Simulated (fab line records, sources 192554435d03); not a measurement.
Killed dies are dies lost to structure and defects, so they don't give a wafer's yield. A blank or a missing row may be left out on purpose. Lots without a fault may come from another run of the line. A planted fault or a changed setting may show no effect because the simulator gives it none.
A struck lot beside a sound one | flow n5_finfet | 26 steps out of a route of 1938
Sound: wafers L957.1, L957.4, L957.6. Struck: wafers L951.2, L951.3, L951.5. The cause comes at the end.
At each step with rows: each side's tool, then ch and its chambers, then its first start. Under that, the readings that differ: sound wafers | struck wafers | difference of the means | sigmas: that difference in standard deviations of wafers without a fault.
alike: readings whose means differ by less than 2 such deviations, and words and numbers that are the same on both sides. not compared: withheld readings, readings that some wafer has no value for, bounds like >300 that may hide the same value, and numbers for which the record gives no deviation and whose values overlap.
The two part at a step that has a row with sigmas, a row that says differs or no value, or rows on one side only. Numbers that don't overlap but have no deviation are shown without sigmas and don't part them. A reading that every wafer of one side lacks parts them only if that side has two wafers or more.

first, 8 steps without rows for these wafers: N5_BEOL_M6_DEVELOP_10 (develop time 30 s); N5_BEOL_M6_DESCUM_16 (chemistry O2, time 7.9 s); N5_BEOL_M6_ETCH_61 (etches SiARC in CF4, target depth 45.5 nm, time 75.8 s); N5_BEOL_M6_ETCH_62 (etches SOC in N2/H2, target depth 110 nm, overetch 22 nm, time 165 s); N5_BEOL_M6_STRIP_68 (strips in N2/H2); N5_BEOL_M6_STRIP_67 (strips in CF4); N5_BEOL_M6_HM_OPEN_17 (chemistry Cl2/BCl3, target TiN, target depth 20 nm, overetch 6 nm); N5_BEOL_M6_STRIP_19 (strips in O2).
N5_BEOL_M6_COAT_63: time 60 s, resist thk 60 nm.
  sound on litho_track-02 ch 0, day 13 21:29; struck on litho_track-03 ch 0, day 12 12:10
  reading                                  | sound                | struck               | difference | sigmas
  exhaust_pa (Pa)                          | 46.9 47.5 45.6       | 44.4 44.8 44.4       | -2.1       | -2
  spin_speed_rpm (rpm)                     | 1499.5 1501.6 1499.3 | 1396.6 1396.8 1394.9 | -104.0     | -99 or more
  model.SOC_of_BEOL_M6_COAT_63.thk_nm (nm) | 60 59.6 60           | 62 62 62             | +2         |
then, 11 steps without rows for these wafers: N5_BEOL_M6_COAT_64 (time 60 s, resist thk 12 nm); N5_BEOL_M6_COAT_71 (time 60 s, resist thk 5 nm); N5_BEOL_M6_COAT_22 (resist thk 30 nm); N5_BEOL_M6_EBR_24; N5_BEOL_M6_SOFTBAKE_23 (time 60 s); N5_BEOL_M6_EXPOSE_25 (exposes mask V5, target cd 40 nm); N5_BEOL_M6_PEB_26 (peb time 60 s); N5_BEOL_M6_DEVELOP_27 (develop time 30 s); N5_BEOL_M6_DESCUM_33 (chemistry O2, time 7 s); N5_BEOL_M6_ETCH_72 (etches underlayer in N2/H2, target depth 6.5 nm, time 5.2 s); N5_BEOL_M6_ETCH_65 (etches SiARC in CF4, target depth 15.6 nm, time 26 s).
N5_BEOL_M6_ETCH_66: etches SOC in N2/H2, target depth 80 nm, overetch 16 nm, time 120 s.
  sound on rie_diel-04 ch 0,1,2, day 13 22:02; struck on rie_diel-04 ch 1,2,3, day 12 12:57
  reading                  | sound             | struck            | difference | sigmas
  model.etch.depth_nm (nm) | 59.97 59.69 59.97 | 61.99 61.94 61.94 | +2.08      |
  alike: drypump_motor_current_A, oes_product_au, rf_vpp_V, showerhead_plenum_p_Torr, temp_c, throttle_valve_pct
  not compared: rf_hours_counter_h
then, 2 steps without rows for these wafers: N5_BEOL_M6_STRIP_69 (strips in N2/H2); N5_BEOL_M6_STRIP_73 (strips in N2/H2).
N5_BEOL_M6_VIA_ETCH_34: etches SiCOH lowk in C4F6/O2, target depth 126.3 nm, time 50.9 s.
  sound on rie_diel-04 ch 0,1,2, day 13 22:08; struck on rie_diel-04 ch 1,2,3, day 12 13:03
  reading                                  | sound        | struck         | difference | sigmas
  model.SOC_of_BEOL_M6_COAT_63.thk_nm (nm) | 54 53.6 53.8 | 55.8 55.8 56.2 | +2.1       |
  alike: drypump_motor_current_A, oes_product_au, rf_vpp_V, showerhead_plenum_p_Torr, throttle_valve_pct
  not compared: rf_hours_counter_h
then, 2 steps without rows for these wafers: N5_BEOL_M6_STRIP_76 (strips in C4F6/O2); N5_PASSIVATION_PROBE_49.

WHERE THEY PART
Only at N5_BEOL_M6_COAT_63, within this record. Later steps at which nothing parts them and some readings are alike: N5_BEOL_M6_ETCH_66, N5_BEOL_M6_VIA_ETCH_34.

WHY: what the simulator had put in
Process parameter drift: litho_track-03, from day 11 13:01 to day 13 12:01, at N5_BEOL_M6_COAT_63. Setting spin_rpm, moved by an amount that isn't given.
